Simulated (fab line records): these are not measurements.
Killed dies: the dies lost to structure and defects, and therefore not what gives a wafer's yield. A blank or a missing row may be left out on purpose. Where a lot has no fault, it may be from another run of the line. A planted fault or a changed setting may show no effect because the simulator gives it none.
fab line records | flow n5-finfet
record lots=4 | wafers=12 | last-day=18
route steps=1938 shown BEOL_M0_SAQP@700 BEOL_M0_CUTY@701 BEOL_M0@715 PASSIVATION@1936
lots that met no fault: taken from a fault-free run of the same line
start-h: hours from the record's first day to the start of the lot's first wafer shown | wait-h: time in hours since the lot's previous step | " unchanged from the row above | L1.1+2: one row covering several wafers at once | - no value, or no start given | * or withheld: withheld | < > ~ a bound
route shown NAME@n: names a module that has steps shown in the file, with the first one's number in the route | usual: mean/standard deviation taken from wafers without a fault | same: alike in all rows | chamber/n: place in a boat | sites: each site's reading | _std_site: standard deviation across them | _edge_site: outer sites' mean less inner sites' | radius-mm: how far each site lies from the wafer's centre | mask NAME#n: copy n | behind: tool/chamber where the wafer was last shaped | hold: cause of the lot's hold/its duration in hours/its outcome | device: whichever transistor did not switch (one of n, p or np) | end of line: the same wafers' tests at the end of the route | a step with no rows: only its recipe | killed: dies that structure and defects cost at the first sort, which is not the same as the wafer's yield | map: shows each die of a wafer: x if killed, . if not, _ if none is there
set.NAME: the setting as run; set.NAME@STEP: as run at that earlier step | model.NAME: the simulator's own value behind a step, which no gauge read
certain route steps with their lots: each step a table, each wafer a row
services: the hour from which a tool's chamber was out of use, counted from the record's first day as start-h (under 0 if before that day), plus the number of hours and why
## steps
# step N5_BEOL_M0_SAQP_STRIP_75
# recipe chemistry=CF4 | resist=SiARC | power-w=300 | bias-power-w=75 | pressure-mtorr=50 | cf4-flow-sccm=150 | rf-frequency-hz=6e+07
# step N5_BEOL_M0_CUTY_COAT_50
# recipe resist=SiARC | temp-c=220 | time-s=60 | spin-rpm=1500 | resist-thk-nm=15
# step N5_BEOL_M0_CUTY_COAT_51
# recipe resist=CAR-ArF-block | spin-rpm=1500 | resist-thk-nm=150
# step N5_BEOL_M0_CUTY_EBR_52
# recipe solvent=PGMEA | ebr-width-mm=1.5
# step N5_BEOL_M0_CUTY_SOFTBAKE_53
# recipe temp-c=110 | time-s=60 | resist=CAR-ArF-block
# step N5_BEOL_M0_CUTY_EXPOSE_54
# recipe mask-id=M0_ABLK | na=1.35 | source-shape=conventional | sigma-outer=0.8 | polarization=unpolarized | dose-mj=36
# step N5_BEOL_M0_CUTY_PEB_55
# recipe peb-temp-c=110 | peb-time-s=60 | resist=CAR-ArF-block
# step N5_BEOL_M0_CUTY_DEVELOP_56
# recipe develop-time-s=30 | developer=TMAH | resist=CAR-ArF-block | rinse-liquid=diw | dry=air-spin | dev-temp-c=23
# step N5_BEOL_M0_CUTY_DESCUM_61
# recipe chemistry=O2 | time-s=7.9 | source-power-w=50 | bias-power-w=20 | pressure-mtorr=20 | rf-frequency-hz=2.712e+07 | temp-c=40 | resist=CAR-ArF-block | o2-flow-sccm=225
# step N5_BEOL_M0_CUTY_ETCH_62
# recipe chemistry=CF4 | target=SiARC | mask-material=CAR-ArF-block | time-s=58.5 | ion-energy-ev=80 | pressure-mtorr=40 | source-w=545 | bias-w=36 | Ar_flow_sccm=100 | cf4-flow-sccm=100 | ends=cleared
# usual drypump-motor-current-A=5.8/0.44 | etch-rf-on-time-s=59.4/1.9 | oes-product-au=0.63/0.052 | rf-vpp-V=184.1/1.2 | showerhead-plenum-p-Torr=2.15/0.078 | throttle-valve-pct=15.69/0.24
lot.wafer | tool        | chamber | start-h | wait-h | drypump-motor-current-A | etch-rf-on-time-s | oes-product-au | rf-hours-counter-h | rf-vpp-V | showerhead-plenum-p-Torr | throttle-valve-pct
L787.1    | rie-diel-05 | 3       | 121.20  | 0.0    | 6.1                     | 59.1              | 0.65           | 144                | 185.4    | 2.15                     | 15.70
L787.3    | "           | 2       | "       | "      | 5.5                     | 59.1              | 0.64           | 176                | 184.9    | 2.21                     | 15.45
L787.6    | "           | 1       | "       | "      | 6.5                     | 63.0              | 0.58           | -                  | 182.7    | 2.04                     | 15.83
L793.1    | rie-diel-02 | 3       | 159.38  | 0.0    | 4.9                     | 55.9              | 0.62           | 208                | 184.1    | 2.12                     | 15.70
L793.2    | "           | 1       | "       | "      | 5.8                     | 60.5              | 0.61           | 194                | 183.8    | 2.20                     | 15.79
L793.4    | "           | 2       | "       | "      | 6.4                     | 56.1              | 0.74           | 60                 | 184.6    | 2.27                     | 15.52
L805.1    | rie-diel-05 | 3       | 226.17  | 0.0    | 6.1                     | 59.0              | 0.63           | 181                | 184.8    | 2.13                     | 15.78
L805.2    | "           | 2       | "       | "      | 5.5                     | 59.1              | 0.61           | 216                | 185.9    | 2.20                     | 15.54
L805.5    | "           | 1       | "       | "      | 6.5                     | 62.5              | 0.56           | -                  | 183.1    | 2.03                     | 15.91
L806.3    | rie-diel-05 | 0       | 238.14  | 0.0    | 5.6                     | 62.2              | 0.57           | 227                | 182.7    | 2.11                     | 16.04
L806.4    | "           | 0       | "       | "      | 5.6                     | 62.1              | 0.58           | -                  | 183.5    | 2.11                     | 16.05
L806.6    | "           | 3       | "       | "      | 6.1                     | 59.1              | 0.63           | -                  | 183.3    | 2.13                     | 15.78
# step N5_BEOL_M0_CUTY_ETCH_63
# recipe chemistry=N2/H2 | target=SOC | target-depth-a=827 | overetch-a=165 | mask-material=SiARC | temp-c=40 | ion-energy-ev=200 | time-s=124 | pressure-mtorr=30 | source-w=840 | bias-w=150 | n2-flow-sccm=200 | h2-flow-sccm=200
# step N5_BEOL_M0_CUTY_STRIP_64
# recipe chemistry=N2/H2 | temp-c=40 | n2-flow-sccm=200 | h2-flow-sccm=200 | rf-frequency-hz=6e+07
# step N5_BEOL_M0_ETCH_138
# recipe chemistry=CH3F/O2 | target-depth-a=120 | target=SiCN | time-s=31.6 | ion-energy-ev=120 | pressure-mtorr=30 | source-w=395 | bias-w=75 | Ar_flow_sccm=150 | CH3F_flow_sccm=30 | O2_flow_sccm=20 | ends=cleared
# step N5_BEOL_M0_HM_OPEN_105
# recipe chemistry=Cl2/BCl3 | target-depth-a=120 | target=TiN | ion-energy-ev=150 | pressure-mtorr=10 | icp-w=1000 | bias-w=126 | Cl2_flow_sccm=53.25 | bcl3-flow-sccm=21.75 | Ar_flow_sccm=25
# step N5_BEOL_M0_STRIP_140
# recipe chemistry=CF4 | resist=SiARC | power-w=300 | bias-power-w=75 | pressure-mtorr=50 | cf4-flow-sccm=150 | rf-frequency-hz=6e+07
# step N5_BEOL_M0_STRIP_104
# recipe chemistry=N2/H2 | power-w=450 | temp-c=40 | pressure-mtorr=20 | rf-frequency-hz=6e+07 | overash-fraction=0.3 | bias-power-w=7 | h2-frac=0.5 | n2-flow-sccm=200 | h2-flow-sccm=200
# step N5_BEOL_M0_WET_ETCH_106
# recipe chemistry=DHF | dilution=10:1 | temp-c=25 | target=SiO2 | target-depth-a=1300 | dry=ipa-marangoni | rinse-time-s=30 | rinse-temp-c=23
# step N5_BEOL_M0_ETCH_128
# recipe chemistry=CF4/N2 | target-depth-a=120 | overetch-a=51 | target=SiCN | time-s=21.4 | ion-energy-ev=150 | pressure-mtorr=40 | source-w=430 | bias-w=70 | Ar_flow_sccm=100 | cf4-flow-sccm=60 | n2-flow-sccm=60
# step N5_BEOL_M0_TRENCH_ETCH_107
# recipe chemistry=C4F6/O2 | target-depth-a=328 | target=SiOC | time-s=16.4 | ion-energy-ev=250 | pressure-mtorr=30 | source-w=355 | bias-w=185 | Ar_flow_sccm=300 | C4F6_flow_sccm=10 | O2_flow_sccm=10
# step N5_BEOL_M0_STRIP_142
# recipe chemistry=N2/H2 | time-s=10 | power-w=450 | temp-c=40 | pressure-mtorr=20 | rf-frequency-hz=6e+07 | bias-power-w=7 | n2-flow-sccm=200 | h2-flow-sccm=200
# step N5_BEOL_M0_HM_STRIP_129
# recipe chemistry=peroxide-tin-strip | material=TiN | target-depth-a=170 | temp-c=50 | time-s=108
# step N5_BEOL_M0_SRD_130
# recipe time-s=30 | temp-c=23 | rinse-liquid=diw | dry=ipa-marangoni
# step N5_BEOL_M0_ETCH_109
# recipe chemistry=CH3F/O2 | target-depth-a=80 | overetch-a=24 | target=SiCN | time-s=27.4 | ion-energy-ev=120 | pressure-mtorr=30 | source-w=395 | bias-w=75 | Ar_flow_sccm=150 | CH3F_flow_sccm=30 | O2_flow_sccm=20
# step N5_BEOL_M0_STRIP_139
# recipe chemistry=post-etch-residue-remover | time-s=60 | temp-c=25 | remover-ph=withheld | remover-water-wt-pct=withheld | remover-fluoride-wt-pct=withheld
# step N5_BEOL_M0_SRD_111
# recipe time-s=30 | temp-c=23 | rinse-liquid=diw | dry=ipa-marangoni
# step N5_BEOL_M0_DEGAS_112
# recipe ambient=vacuum | temp-c=250 | time-s=60
# step N5_BEOL_M0_PRE_CLEAN_113
# recipe gas=H2/He | time-s=30 | temp-c=250
# step N5_BEOL_M0_ALD_136
# recipe material=TaN | target-thk-a=* | temp-c=275 | ald-precursor-family=PDMAT | ald-co-reactant=NH3 | pressure-torr=3 | carrier-flow-sccm=1500 | pulse-time-s=2 | purge-time-s=3 | co-reactant-purge-time-s=2 | co-reactant-pulse-time-s=3 | ald-cycles=30 | precursor-vessel-temp-c=75 | precursor-vessel-pressure-torr=26.25 | precursor-vessel-carrier-sccm=1000
# step N5_BEOL_M0_SURFACE_TREAT_137
# recipe gas=Ar | time-s=* | ion-energy-ev=* | ion-current-ma-cm2=0.5 | pressure-mtorr=* | ar-flow-sccm=30
# step N5_BEOL_M0_CVD_115
# recipe material=Co | target-thk-a=* | temp-c=withheld | precursor=CCTBA/H2 | pressure-torr=30 | time-s=120
# step N5_BEOL_M0_SPUTTER_116
# recipe material=Cu | target-thk-a=40 | temp-c=-20 | chamber-pressure-pa=0.07 | power-w=withheld | time-s=7.37
# step N5_BEOL_M0_ANNEAL_117
# recipe temp-c=400 | time-s=60 | ambient=vacuum
# step N5_BEOL_M0_SPUTTER_132
# recipe material=Cu | target-thk-a=40 | temp-c=-20 | chamber-pressure-pa=0.07 | power-w=withheld | time-s=7.37
# step N5_BEOL_M0_ANNEAL_133
# recipe temp-c=400 | time-s=60 | ambient=vacuum
# step N5_BEOL_M0_SPUTTER_134
# recipe material=Cu | target-thk-a=40 | temp-c=-20 | chamber-pressure-pa=0.07 | power-w=withheld | time-s=7.37
# step N5_BEOL_M0_ANNEAL_135
# recipe temp-c=400 | time-s=60 | ambient=vacuum
# step N5_BEOL_M0_SPUTTER_141
# recipe material=Cu | target-thk-a=40 | temp-c=-20 | chamber-pressure-pa=0.07 | power-w=withheld | time-s=7.37
# step N5_BEOL_M0_ECD_118
# recipe material=Cu | target-thk-a=3000
# step N5_PASSIVATION_PROBE_49
# usual defect-limited-yield=91.6/1.4 | killed_at_M0_to_M3=35/10 | killed_at_M4_up=13/4.8 | killed-at-contacts=12/7.2 | killed-at-front-end=36/12 | killed-at-other=4/3.1 | killed-dies=100/17 | killed-open=66/13 | killed-short=32/7.3 | sort_bin_5_function=5.0/0.94 | sort_bin_6_memory=3.1/0.67 | sort-n-pass=1080/17 | sort-yield-pct=91.6/1.4
# same gross-dies=1180 | killed-at-back-side=0 | sort_bin_4_leakage[%]=0 | sort_bin_8_speed[%]=0
lot.wafer | tool      | chamber | start-h | wait-h | defect-limited-yield[%] | killed_at_M0_to_M3 | killed_at_M4_up | killed-at-contacts | killed-at-front-end | killed-at-other | killed-dies | killed-open | killed-short | sort_bin_5_function[%] | sort_bin_6_memory[%] | sort-n-pass | sort-yield-pct[%]
L793.1    | prober-01 | -       | 356.78  | 0.0    | 92.5                    | 23                 | 9               | 12                 | 38                  | 7               | 89          | 58          | 30           | 3.9                    | 3.4                  | 1091        | 92.5
L793.2    | prober-01 | -       | 356.83  | 0.1    | 91.6                    | 29                 | 20              | 12                 | 36                  | 2               | 99          | 62          | 37           | 4.7                    | 3.6                  | 1081        | 91.6
L793.4    | prober-01 | -       | 356.93  | 0.2    | 92.4                    | 25                 | 10              | 9                  | 42                  | 4               | 90          | 57          | 33           | 4.2                    | 3.1                  | 1090        | 92.4
L805.1    | prober-01 | -       | 418.56  | 0.0    | 84.2                    | 119                | 19              | 8                  | 38                  | 3               | 187         | 63          | 24           | 9.7                    | 4.7                  | 993         | 84.2
L805.2    | prober-01 | -       | 418.61  | 0.1    | 84.3                    | 145                | 8               | 1                  | 29                  | 2               | 185         | 62          | 24           | 9.7                    | 4.4                  | 995         | 84.3
L805.5    | prober-01 | -       | 418.76  | 0.2    | 83.6                    | 142                | 5               | 5                  | 41                  | 0               | 193         | 56          | 32           | 10.1                   | 4.3                  | 987         | 83.6
L806.3    | prober-02 | -       | 438.64  | 0.1    | 89.1                    | 95                 | 6               | 3                  | 20                  | 5               | 129         | 34          | 21           | 5.9                    | 3.1                  | 1051        | 89.1
L806.4    | prober-02 | -       | 438.69  | 0.2    | 86.4                    | 103                | 20              | 11                 | 25                  | 2               | 161         | 68          | 29           | 8.7                    | 4.0                  | 1019        | 86.4
L806.6    | prober-02 | -       | 438.79  | 0.3    | 86.6                    | 116                | 9               | 12                 | 19                  | 2               | 158         | 40          | 24           | 8.1                    | 3.8                  | 1022        | 86.6
# killed by level:class
L793.1 MOL_CONTACT_COAG:geometric-particle:open=11 STI_FIN_REVEAL:geometric-particle:open=8 FIN_SAQP:geometric-particle:short=7 BEOL_M0_SAQP:geometric-particle:short=5 BEOL_M1:geometric-particle:open=5 FIN_SAQP:geometric-particle:open=4 DUMMY_GATE:geometric-particle:open=4 BEOL_M0_SAQP:geometric-particle:open=4
L793.2 STI_FIN_REVEAL:geometric-particle:open=17 BEOL_M4:geometric-particle:open=9 MOL_CONTACT_COAG:geometric-particle:open=8 BEOL_M0_SAQP:geometric-particle:short=8 BEOL_M1:geometric-particle:open=8 STARTING-WAFER:geometric-particle:short=4 FIN_SAQP:geometric-particle:open=4 MOL_CONTACT_COAG:geometric-particle:short=4
L793.4 FIN_SAQP:geometric-particle:open=13 BEOL_M0_SAQP:geometric-particle:short=12 STI_FIN_REVEAL:geometric-particle:open=10 BEOL_M0_SAQP:geometric-particle:open=7 MOL_CONTACT_COAG:geometric-particle:open=6 FIN_SAQP:geometric-particle:short=3 MOL_CONTACT_COAG:geometric-particle:short=3 BEOL_M1:geometric-particle:open=3
L805.1 BEOL_M0_CUTY:unspecified=100 STI_FIN_REVEAL:geometric-particle:open=11 BEOL_M4:geometric-particle:open=9 MOL_CONTACT_COAG:geometric-particle:open=8 GATE_CUT:geometric-particle:short=5 BEOL_M2:geometric-particle:open=5 FIN_SAQP:geometric-particle:short=4 BEOL_M0_SAQP:geometric-particle:open=4
L805.2 BEOL_M0_CUTY:unspecified=98 STI_FIN_REVEAL:geometric-particle:open=10 BEOL_M2:geometric-particle:open=10 BEOL_M3:geometric-particle:open=10 BEOL_M0_SAQP:geometric-particle:open=7 BEOL_M0_SAQP:geometric-particle:short=7 BEOL_M1:geometric-particle:open=7 DUMMY_GATE:geometric-particle:open=5
L805.5 BEOL_M0_CUTY:unspecified=105 BEOL_M0_SAQP:geometric-particle:open=16 STI_FIN_REVEAL:geometric-particle:open=9 BEOL_M0_SAQP:geometric-particle:short=9 FIN_SAQP:geometric-particle:open=8 GATE_CUT:geometric-particle:short=6 FIN_SAQP:geometric-particle:short=5 MOL_CONTACT_COAG:geometric-particle:open=4
L806.3 BEOL_M0_CUTY:unspecified=73 BEOL_M2:geometric-particle:open=13 FIN_SAQP:geometric-particle:short=6 STI_FIN_REVEAL:geometric-particle:open=3 GATE_CUT:geometric-particle:short=3 MOL_CONTACT_COAG:geometric-particle:open=3 BEOL_M0_SAQP:geometric-particle:short=3 PASS1_DEP:geometric-particle:short=3
L806.4 BEOL_M0_CUTY:unspecified=64 MOL_CONTACT_COAG:geometric-particle:open=10 BEOL_M1:geometric-particle:open=10 FIN_SAQP:geometric-particle:short=8 FIN_SAQP:geometric-particle:open=7 BEOL_M0_SAQP:geometric-particle:short=6 BEOL_M0_SAQP:geometric-particle:open=6 BEOL_M4:geometric-particle:open=6
L806.6 BEOL_M0_CUTY:unspecified=94 BEOL_M0_SAQP:geometric-particle:open=8 BEOL_M0_SAQP:geometric-particle:short=7 STI_FIN_REVEAL:geometric-particle:open=6 MOL_CONTACT_COAG:geometric-particle:open=6 MOL_CONTACT_COAG:geometric-particle:short=6 FIN_SAQP:geometric-particle:short=5 BEOL_M5:geometric-particle:open=5
# map L805.5 (x killed, . not)
_________________.....x.x....________________
______________.................._____________
___________xx......x..x..x.........__________
__________..x...x.x.....x..........._________
________x........x........x...x......._______
_______x...............................______
______.....x............................_____
_____............x................xxx....____
____.x..........................x..xxxx...___
___xx........x..........x........x.xxxx.xxx__
___.......................x....xxxxx.xxxxx.__
__..........x...........x....x..xxxxxxxxxx.x_
__...x....x........x..x...x...xxxxxxxxxxxxxx_
_.....x.x..x....x...x.x...x...xxxxxxxxxx.xxxx
_..........................x...x.xxxxxxxxxx..
_..................x...........xxxxxxxxxxx.x.
_x..............................xxxxxxxxxx.x.
_.............................x.x.xxxxx..x...
_.x............xx..x.......x.......xx..xx.x..
_....................................x.......
_......x............................x........
__.........x..................x........x...._
__......x.......x....................x.x...._
___.x...x.................x.........x......__
___.................x......................__
____......................................___
_____...............................x....____
______........x...........x............._____
_______x...........x...................______
________...........................x.._______
__________.....x..x.............xx.._________
___________....x.........x..x.x...x__________
______________...............xx._____________
_________________x....x......________________
# map L806.4 (x killed, . not)
_________________........x...________________
______________................xx_____________
___________xxx.............x.......__________
__________xxxxxxxx...............x.._________
________xxxxxxxx....................x._______
_______xxxxxxxxx.x............x.x......______
______xxxxxxxxxx.....x.................._____
_____.xxxxxxxx..........x................____
____.xx.xxxxxxxx.x..........xx...x........___
___x...xxxxx...x...........................__
___.x..xx.x...x.......x....x.......x.....x.__
__.....x..x................................._
__.............xx..x..x.......x..x......xx.._
_.x............................x.x.x.........
_..x.....xx...x..............................
_............x.............................x.
_..................x.....x...........x..x....
_..x.x.....x......................x..........
_.........x..x....x..........x.....x...x.....
_..........x............x........x...........
_x.....x.....................................
__.........................x....x..........._
__..x........x...x..................x....x.x_
___.........x...........................xx.__
___...........x..x.................x......x__
____.....x.....x....x..x........x......x..___
_____....................xx.........x....____
______.....x............................_____
_______...............x....xx..........______
________.............................._______
__________...........x...x.x......x._________
___________......x.................__________
______________x..............x.._____________
_________________............________________
## services
tool        | chamber | start-h | hours | kind
rie-diel-05 | -       | 117.75  | 0.6   | repair
rie-diel-05 | -       | 126.84  | 0.3   | repair
rie-diel-02 | 0       | 205.33  | -     | clean
rie-diel-02 | 0       | 205.33  | -     | consumable-replace:focus-ring
rie-diel-02 | 0       | 205.33  | -     | consumable-replace:showerhead
rie-diel-02 | 0       | 205.33  | 23.1  | scheduled-down
rie-diel-02 | 0       | 205.33  | 23.1  | vent-cycle
rie-diel-05 | 1       | 232.24  | -     | clean
rie-diel-05 | 1       | 232.24  | -     | consumable-replace:focus-ring
rie-diel-05 | 1       | 232.24  | -     | consumable-replace:showerhead
rie-diel-05 | 1       | 232.24  | 23.2  | scheduled-down
rie-diel-05 | 1       | 232.24  | 23.2  | vent-cycle
rie-diel-02 | 1       | 236.01  | 1.8   | repair
## key
first-sign step=N5_PASSIVATION_PROBE_49 | reading=killed_at_M0_to_M3 | direction=up | sigmas=8.1 | usual=35 | struck=120
effect step=N5_PASSIVATION_PROBE_49 | reading=killed-dies | direction=up | sigmas=4.1 | usual=100 | struck=169
more-kills-born-at N5_BEOL_M0_CUTY_ETCH_62@rie-diel-05=534
met-at N5_BEOL_M0_CUTY_ETCH_62
struck-wafers L805.1,L805.2,L805.5,L806.3,L806.4,L806.6
onset-between 121.20 226.17
also-fits time
fault kind=chamber-particle-source | tool=rie-diel-05 | chamber=- | onset-h=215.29 | steps=N5_BEOL_M0_CUTY_ETCH_62 | rate-per-visit-cm2=0.47872 | end-h=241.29
